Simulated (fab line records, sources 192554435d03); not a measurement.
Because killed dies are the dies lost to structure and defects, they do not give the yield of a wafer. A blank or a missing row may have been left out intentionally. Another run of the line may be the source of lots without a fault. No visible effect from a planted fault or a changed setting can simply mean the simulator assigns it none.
Struck lot and sound lot, side by side -- flow n5 finfet -- 15 steps out of a route of 1938
Sound: wafers L309.2, L309.3, L309.5. The struck wafers were L320.2, L320.3, L320.5. At the end, the cause is stated.
For every step that has rows: the tool of each side, followed by ch and its chambers, followed by its first start. Under that, the readings that differ: sound wafers -- struck wafers -- difference of the means -- sigmas: that difference in standard deviations of wafers without a fault.
alike: same words and numbers on both sides, and readings whose means sit less than 2 such deviations apart. not compared: any withheld reading, any reading some wafer has no value for, any bound like >300 that may hide the same value, and any number with overlapping values for which the record gives no deviation.
The two part at a step that has a row with sigmas, a row that says differs or no value, or rows on one side only. When numbers do not overlap yet have no deviation, they are printed without sigmas and do not part them. A reading missing from all wafers of one side parts the sides only when that side holds two or more wafers.

N5_BEOL_M15_SPUTTER_43: material TaN, target thk 15 nm, time 24.19 s.
  sound: pvd sputter-02 at day 13 05:13; struck: pvd sputter-02 at day 15 23:56
  alike: chamber pressure pa, throttle valve pct
N5_BEOL_M15_SPUTTER_44: material Ta, target thk 15 nm, time 24.19 s.
  sound: pvd sputter-02 at day 13 05:18; struck: pvd sputter-02 at day 16 00:01
  alike: chamber pressure pa, throttle valve pct
then, 3 steps without rows for these wafers: N5_BEOL_M15_SPUTTER_45 (material Cu, target thk 100 nm, time 16.67 s); N5_BEOL_M15_ECD_47 (material Cu, target thk 1860 nm); N5_BEOL_M15_ANNEAL_48 (time 90 s).
N5_BEOL_M15_CMP_49: polishes, stops on SiO2, t overpolish 4.9 s, target thk 850 nm.
  sound on cmp-01 ch 0,3, day 13 06:02; struck on cmp-02 ch 2,3, day 16 00:56
  alike: barrier field endpoint s, motor current A, overpolish run s
N5_BEOL_M15_THK_MEAS_50: measures by xrf.
  sound: film metro-01 at day 13 06:20; struck: film metro-01 at day 16 01:14
  alike: M15_THK
then, 1 step without rows for these wafers: N5_BEOL_M15_PRE_CLEAN_52 (time 15 s).
N5_BEOL_M15_DEP_53: deposits SiCN from 3MS/NH3, target thk 50 nm, time 17.8 s.
  sound on pecvd-01 ch 0,1,2, day 13 06:24; struck on pecvd-01 ch 0,1,2, day 16 01:17
  alike: showerhead plenum p Torr, throttle valve pct
N5_BEOL_M15_RS_MEAS_54: the measuring method here is four-point-probe.
  sound: film metro-01 at day 13 06:28; struck: film metro-02 at day 16 01:21
  alike: M15_RS
N5_BEOL_M15_INSPECT_55: inspects for defects (darkfield).
  sound: defect inspect-02 at day 13 06:29; struck: defect inspect-01 at day 16 01:23
  alike: raw defect count
N5_BEOL_M15_RC_MEAS_101:
  sound on prober-02 ch 0, day 13 06:40; struck on prober-01 ch 0, day 16 01:34
reading,sound,struck,difference,sigmas
COMB_M5 (S/m),4.4e-11 4.3e-11 4e-11,2.1e-11 3e-11 3.2e-11,-1.5e-11,-2
SERP_M11 (ohm/um),2.94 2.91 2.94,2.94 3.18 3.15,+0.16,+2
  alike: COMB_M10, COMB_M11, COMB_M12, COMB_M13, COMB_M14, COMB_M14_max_site, COMB_M15, COMB_M6, COMB_M7, COMB_M8, COMB_M9, SERP_M10, SERP_M11_max_site, SERP_M12, SERP_M13, SERP_M14, SERP_M5, SERP_M5_max_site, SERP_M6, SERP_M7, SERP_M8, SERP_M9
N5_PASSIVATION_PECVD_00: deposits SiO2 from SiH4/N2O, target thk 200 nm, time 11.2 s.
  sound on pecvd-01 ch 0,1, day 13 07:29; struck on pecvd-01 ch 0,2, day 16 02:22
  no value came back on the struck wafers for any of 5 readings (chamber pressure Torr (Torr), heater power outer w (W) and others); on the sound wafers chamber pressure Torr (Torr) reads 2.683 2.695 2.699
N5_MIM_BOT_DEGAS_01: time 60 s.
  sound: pvd sputter-03 at day 13 08:47; struck: pvd sputter-03 at day 16 03:02
  alike: heater power w
N5_PASSIVATION_PROBE_49:
  only the struck wafers here have rows in the record (prober-01, day 16 13:29); the sound ones have none

## WHERE THEY PART
At N5_BEOL_M15_RC_MEAS_101 first; at N5_PASSIVATION_PROBE_49 last (within this record only).

WHY: what had been put in by the simulator
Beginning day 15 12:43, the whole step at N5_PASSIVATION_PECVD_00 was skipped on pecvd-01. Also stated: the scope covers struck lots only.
